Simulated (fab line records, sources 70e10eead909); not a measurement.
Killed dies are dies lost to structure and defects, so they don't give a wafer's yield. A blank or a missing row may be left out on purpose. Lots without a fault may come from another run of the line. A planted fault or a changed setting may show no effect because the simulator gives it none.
A struck lot beside a sound one | flow nand_harc | 14 steps out of a route of 1159
Sound: wafers L669.1, L669.4, L669.6. Struck: wafers L663.2, L663.3, L663.4. The cause comes at the end.
At each step with rows: each side's tool, then ch and its chambers, then its first start. Under that, the readings that differ: sound wafers | struck wafers | difference of the means | sigmas: that difference in standard deviations of wafers without a fault.
alike: readings whose means differ by less than 2 such deviations, and words and numbers that are the same on both sides. not compared: withheld readings, readings that some wafer has no value for, bounds like >300 that may hide the same value, and numbers for which the record gives no deviation and whose values overlap.
The two part at a step that has a row with sigmas, a row that says differs or no value, or rows on one side only. Numbers that don't overlap but have no deviation are shown without sigmas and don't part them. A reading that every wafer of one side lacks parts them only if that side has two wafers or more.

NHARC_P_GATE_RTA_64: time 1 s.
  sound on rtp_anneal-02 ch 0, day 9 07:23; struck on rtp_anneal-01 ch 0, day 7 17:50
  reading             | sound                | struck               | difference | sigmas
  lamp_power_pct (%)  | 36.4 36.4 36.4       | 34.5 34.6 34.6       | -1.8       | -2
  lamp_zone_7_pct (%) | 36.8 36.9 36.8       | 35.1 35.0 35.0       | -1.8       | -2
  wafer_temp_C_max    | 1056.2 1058.5 1055.4 | 1052.2 1053.8 1053.6 | -3.5       | -2
then, 1 step without rows for these wafers: NHARC_P_GATE_ETCH_77 (etches SiO2 in dHF, target depth 6 nm).
NHARC_P_GATE_DEGAS_109: time 60 s.
  sound on pvd_sputter-01, day 9 07:44; struck on pvd_sputter-03, day 7 18:06
  alike: heater_power_w
then, 3 steps without rows for these wafers: NHARC_P_GATE_PRE_CLEAN_110 (time 30 s); NHARC_P_GATE_SPUTTER_78 (material Ni, target thk 10 nm); NHARC_P_GATE_SPUTTER_79 (material TiN, target thk 10 nm).
NHARC_P_GATE_RTA_80: time 30 s.
  sound on rtp_anneal-01 ch 0, day 9 08:02; struck on rtp_anneal-01 ch 0, day 7 18:26
  alike: lamp_power_pct, lamp_zone_7_pct, wafer_temp_C_max
then, 2 steps without rows for these wafers: NHARC_P_GATE_STRIP_67 (strips in SPM, time 600 s); NHARC_P_GATE_RTA_82 (time 30 s).
NHARC_P_GATE_INSPECT_68:
  sound on defect_inspect-01, day 9 08:41; struck on defect_inspect-02, day 7 19:04
  reading          | sound       | struck      | difference | sigmas
  raw_defect_count | 322 450 260 | 174 239 180 | -146       | -2
NHARC_P_CONTACT_DEP_30: deposits SiNx, target thk 30 nm.
  sound on pecvd-01 ch 0,1,2, day 9 08:55; struck on pecvd-03 ch 0,2, day 7 19:07
  alike: heater_power_w
  not compared: since_wet_clean_h
NHARC_P_CONTACT_DEP_00: deposits SiO2, target thk 500 nm.
  sound on pecvd-01 ch 0,1,2; struck on pecvd-03 ch 0,2
  alike: heater_power_w, throttle_valve_pct
  not compared: since_wet_clean_h
NHARC_P_CONTACT_CMP_01: polishes SiO2, target thk 200 nm.
  sound on cmp-04 ch 0,2,3, day 9 09:37; struck on cmp-01 ch 0,1,2, day 7 19:50
  no value came back on the struck wafers for edge_zone_pressure_frac, motor_current_A (A), slurry_flow_ml_min; on the sound wafers edge_zone_pressure_frac reads 1.007 1.004 1.002
-- the record jumps here: 14 days lie between the struck wafers' starts before and after (it left off in module P_CONTACT and takes up again in module END, whose first step shown is number 1159 of the route) --
NHARC_END_SORT_01:
  sound on prober-01 ch 0, day 23 06:13; struck on prober-01 ch 0, day 21 12:06
  reading             | sound    | struck                                                               | difference                   | sigmas
  hold                | - - -    | await_dispo/2.5h/scrap await_dispo/2.5h/scrap await_dispo/2.5h/scrap | no value on the sound wafers |
  killed_at_periphery | 4 4 1    | 647 651 655                                                          | +648                         | +99 or more
  killed_dies         | 39 30 26 | 677 677 677                                                          | +645                         | +59
  alike: killed_at_array, killed_at_other, killed_open, killed_short

WHERE THEY PART
First at NHARC_P_GATE_RTA_64; last, within this record, at NHARC_END_SORT_01.

WHY: what the simulator had put in
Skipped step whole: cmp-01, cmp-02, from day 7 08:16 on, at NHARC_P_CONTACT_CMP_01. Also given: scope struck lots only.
